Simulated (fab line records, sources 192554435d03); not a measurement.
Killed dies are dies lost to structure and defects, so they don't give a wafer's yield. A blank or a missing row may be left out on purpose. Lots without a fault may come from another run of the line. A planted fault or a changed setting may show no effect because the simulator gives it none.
Which tool did it? | flow n5_finfet | 10 lots, 29 wafers sampled, at 7 steps of a route of 1938

WHAT THE GAUGES READ, wafer by wafer
N5_BEOL_M3_CD_MEAS_11: target cd 17.05 nm.
lot  | measured     | on        | cd_nm (nm)
L878 | day 7 13:47  | cd_sem-01 | 17.17 17.43 16.91
L881 | day 8 06:55  | cd_sem-03 | 16.97 16.91 17.15
L882 | day 8 08:35  | cd_sem-03 | 15.20 15.65 15.46
L883 | day 8 18:02  | cd_sem-03 | 15.84 15.79 15.96
L884 | day 9 03:10  | cd_sem-02 | 16.79 16.89 17.04
L886 | day 9 10:18  | cd_sem-02 | 16.95 17.36 16.97
L889 | day 10 12:14 | cd_sem-03 | 17.03 17.15 17.07
L894 | day 11 13:18 | cd_sem-02 | 17.01 17.16
L895 | day 11 16:08 | cd_sem-01 | 16.63 17.40 16.99
L897 | day 12 02:28 | cd_sem-03 | 16.86 17.27 17.20

N5_BEOL_M3_CD_MEAS_18: pitch 36 nm, target cd 18 nm.
lot  | measured     | on        | cd_nm (nm)
L878 | day 7 14:20  | cd_sem-02 | 17.8 17.7 17.4
L881 | day 8 07:28  | cd_sem-02 | 17.8 18.3 18.1
L882 | day 8 09:08  | cd_sem-02 | 16.4 16.6 16.3
L883 | day 8 18:35  | cd_sem-03 | 16.7 16.9 16.7
L884 | day 9 03:43  | cd_sem-03 | 17.3 17.9 17.9
L886 | day 9 10:51  | cd_sem-01 | 17.9 18.2 17.6
L889 | day 10 12:48 | cd_sem-01 | 17.4 18.4 17.5
L894 | day 11 13:51 | cd_sem-01 | 18.5 18.4
L895 | day 11 16:46 | cd_sem-01 | 17.6 17.8 17.9
L897 | day 12 03:01 | cd_sem-02 | 18.2 17.5 17.8

N5_BEOL_M4_RC_MEAS_101.
lot  | measured     | on        | DIBL_N (mV/V)  | DIBL_P (mV/V)  | IOFF_N (nA/um) | IOFF_P (nA/um) | ION_N (uA/um) | ION_P (uA/um) | SS_N (mV/dec)  | SS_P (mV/dec)  | VT_N (mV)   | VT_P (mV)
L878 | day 8 10:04  | prober-01 | 37.3 33.9 34.0 | 35.9 31.8 30.5 | 0.17 0.12 0.12 | 0.20 0.15 0.14 | 686 675 663   | 466 462 451   | 71.5 70.2 71.4 | 74.4 72.8 72.5 | 247 250 251 | -252 -253 -256
L881 | day 9 03:22  | prober-02 | 35.2 35.0 36.0 | 35.9 35.4 36.1 | 0.15 0.14 0.15 | 0.19 0.18 0.19 | 670 681 679   | 463 463 463   | 70.7 71.9 71.8 | 72.6 72.4 73.2 | 247 248 250 | -254 -254 -250
L884 | day 10 01:32 | prober-01 | 38.3 39.5 38.3 | 38.9 39.3 38.3 | 0.19 0.22 0.18 | 0.23 0.24 0.22 | 684 681 672   | 459 459 453   | 71.8 72.5 71.8 | 74.7 74.4 73.9 | 250 247 249 | -252 -253 -253
L886 | day 10 10:39 | prober-01 | 34.1 36.3 34.5 | 34.7 36.6 34.4 | 0.13 0.16 0.13 | 0.17 0.19 0.16 | 665 679 664   | 454 457 451   | 71.1 71.4 71.0 | 72.4 72.9 72.5 | 252 248 251 | -252 -251 -254
L889 | day 11 10:10 | prober-02 | 34.5 34.2 35.3 | 35.4 35.6 35.0 | 0.15 0.15 0.14 | 0.22 0.23 0.21 | 668 682 659   | 462 470 455   | 70.2 71.2 71.0 | 73.0 72.5 73.0 | 250 249 253 | -247 -244 -251
L894 | day 12 08:00 | prober-01 | 33.5 35.2      | 31.6 34.2      | 0.12 0.14      | 0.15 0.18      | 665 675       | 452 460       | 70.6 70.9      | 72.5 73.2      | 253 249     | -253 -250
L895 | day 12 17:44 | prober-02 | 35.3 36.2 34.4 | 33.9 35.6 33.5 | 0.13 0.14 0.12 | 0.17 0.19 0.16 | 651 677 655   | 447 465 452   | 71.1 71.7 71.4 | 72.2 73.0 72.7 | 255 252 255 | -254 -251 -252
L897 | day 13 06:49 | prober-02 | 37.5 34.6 35.9 | 37.3 33.9 35.3 | 0.19 0.14 0.16 | 0.28 0.22 0.23 | 692 679 678   | 472 477 470   | 72.1 70.7 71.8 | 74.0 72.9 72.9 | 246 251 248 | -244 -246 -247

WHICH TOOL RAN EACH LOT (tool, then ch and the chambers of the sampled wafers, then the start)
lot  | N5_BEOL_M2_ANNEAL_95         | N5_BEOL_M2_DEP_57               | N5_BEOL_M3_HM_DEP_02         | N5_BEOL_M3_EXPOSE_08
L878 | pvd_sputter-01, day 7 11:04  | pecvd-03 ch 0,1,2, day 7 12:11  | pvd_sputter-02, day 7 13:23  | euv_scanner-02 ch 0, day 7 13:40
L881 | pvd_sputter-03, day 8 03:02  | pecvd-03 ch 1,2, day 8 04:09    | pvd_sputter-02, day 8 06:32  | euv_scanner-01 ch 0, day 8 06:47
L882 | pvd_sputter-01, day 8 06:14  | pecvd-01 ch 1,2, day 8 07:37    | pvd_sputter-02, day 8 08:11  | euv_scanner-01 ch 0, day 8 08:28
L883 | pvd_sputter-03, day 8 15:59  | pecvd-03 ch 0,1,2, day 8 17:07  | pvd_sputter-03, day 8 17:38  | euv_scanner-01 ch 0, day 8 17:54
L884 | pvd_sputter-02, day 9 00:14  | pecvd-03 ch 0,1, day 9 01:22    | pvd_sputter-02, day 9 02:38  | euv_scanner-02 ch 0, day 9 03:02
L886 | pvd_sputter-01, day 9 08:09  | pecvd-03 ch 0,1,2, day 9 09:16  | pvd_sputter-01, day 9 09:55  | euv_scanner-02 ch 0, day 9 10:11
L889 | pvd_sputter-02, day 10 08:58 | pecvd-02 ch 1,2, day 10 10:05   | pvd_sputter-03, day 10 11:43 | euv_scanner-02 ch 0, day 10 12:06
L894 | pvd_sputter-03, day 11 11:07 | pecvd-02 ch 0,1, day 11 12:15   | pvd_sputter-01, day 11 12:47 | euv_scanner-02 ch 0, day 11 13:10
L895 | pvd_sputter-02, day 11 12:18 | pecvd-01 ch 0,1,2, day 11 13:27 | pvd_sputter-03, day 11 15:44 | euv_scanner-02 ch 0, day 11 16:01
L897 | pvd_sputter-01, day 12 00:01 | pecvd-01 ch 0,1, day 12 01:14   | pvd_sputter-02, day 12 01:56 | euv_scanner-02 ch 0, day 12 02:20
- N5_BEOL_M2_ANNEAL_95: time 240 s.
- N5_BEOL_M2_DEP_57: deposits SiCN from 3MS/NH3, target thk 8 nm, time 14 s.
- N5_BEOL_M3_HM_DEP_02: deposits TiN, target thk 20 nm.
- N5_BEOL_M3_EXPOSE_08: exposes mask M3.

WHAT THE TOOLS THEMSELVES READ (means of the sampled wafers that have a number; where no wafer has one, the mark that the record gives instead)
N5_BEOL_M2_ANNEAL_95.
lot  | tool           | heater_power_w (W) | susceptor_temp_C_max
L878 | pvd_sputter-01 | 785                | 400.8
L881 | pvd_sputter-03 | 839                | 400.9
L882 | pvd_sputter-01 | 829                | 401.0
L883 | pvd_sputter-03 | 854                | 401.2
L884 | pvd_sputter-02 | 912                | 400.9
L886 | pvd_sputter-01 | 818                | 400.8
L889 | pvd_sputter-02 | 925                | 400.9
L894 | pvd_sputter-03 | 826                | 400.9
L895 | pvd_sputter-02 | 863                | 400.8
L897 | pvd_sputter-01 | 817                | 400.7

N5_BEOL_M2_DEP_57.
lot  | tool     | showerhead_plenum_p_Torr (Torr) | throttle_valve_pct (%)
L878 | pecvd-03 | 3.680                           | 8.8
L881 | pecvd-03 | 3.687                           | 8.8
L882 | pecvd-01 | 3.694                           | 9.1
L883 | pecvd-03 | 3.679                           | 8.8
L884 | pecvd-03 | 3.677                           | 8.7
L886 | pecvd-03 | 3.687                           | 8.7
L889 | pecvd-02 | 3.647                           | 9.0
L894 | pecvd-02 | 3.647                           | 8.8
L895 | pecvd-01 | 3.683                           | 9.3
L897 | pecvd-01 | 3.674                           | 10.0

N5_BEOL_M3_HM_DEP_02.
lot  | tool           | throttle_valve_pct (%)
L878 | pvd_sputter-02 | 29.5
L881 | pvd_sputter-02 | 30.7
L882 | pvd_sputter-02 | 31.3
L883 | pvd_sputter-03 | 30.1
L884 | pvd_sputter-02 | 29.4
L886 | pvd_sputter-01 | 30.1
L889 | pvd_sputter-03 | 30.3
L894 | pvd_sputter-01 | 30.5
L895 | pvd_sputter-03 | 30.2
L897 | pvd_sputter-02 | 30.8

N5_BEOL_M3_EXPOSE_08.
lot  | tool           | exposure_dose_mJ_cm2
L878 | euv_scanner-02 | 32.92
L881 | euv_scanner-01 | 32.92
L882 | euv_scanner-01 | 30.20
L883 | euv_scanner-01 | 30.73
L884 | euv_scanner-02 | 32.88
L886 | euv_scanner-02 | 32.91
L889 | euv_scanner-02 | 32.92
L894 | euv_scanner-02 | 32.90
L895 | euv_scanner-02 | 32.90
L897 | euv_scanner-02 | 32.88

THE ANSWER, worked out from the rows above alone
Rule: what is usual is taken from the lots themselves. Put in order of their means at a reading, lots are off if they are a third of the lots or fewer, leave a main group of 4 or more, and stand apart from it by a gap of 3 or more times the standard deviation of the main group's means; of several such gaps the widest counts. A main group whose means are all the same, to the digits that the tables above print for the reading, isn't used. A lot without any number at a reading at which 4 lots or more have one is off too. The other lots that the step has rows for count as sound. The gauges are gone through in route order, then the tools' own readings, and for those a lot's mean is taken as printed above. The first step at which some lot is off is used, and at that step the reading that is off furthest; a lot without a number counts as furthest.
Off: L882, L883, at N5_BEOL_M3_CD_MEAS_11 (cd_nm). The main group: mean 17.06 nm, standard deviation 0.076.
A tool fits if, at a process step before that reading, it ran every lot that is off, and no sound lot after the first of them. The gauges at N5_BEOL_M3_CD_MEAS_11 aren't tried: what is off there is off at N5_BEOL_M3_EXPOSE_08 too, on other tools, and a gauge's error can't cause that. One fits: euv_scanner-01 at N5_BEOL_M3_EXPOSE_08. Its last sound lot is L881 (day 8 06:47), its first lot that is off L882 (day 8 08:28): a fault that began between those two fits.
The tool's own readings at N5_BEOL_M3_EXPOSE_08 bear it out: on the lots that are off they differ by more than 5 times the standard deviation of the sound lots' means. exposure_dose_mJ_cm2 reads 30.46 there against 32.90 on the sound lots.

WHAT THE SIMULATOR HAD PUT IN
Process parameter drift: euv_scanner-01, from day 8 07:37 on, at N5_BEOL_M3_EXPOSE_08. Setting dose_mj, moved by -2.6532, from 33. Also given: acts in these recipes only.
Lots struck among those shown: L882, L883. The rule above found the same.
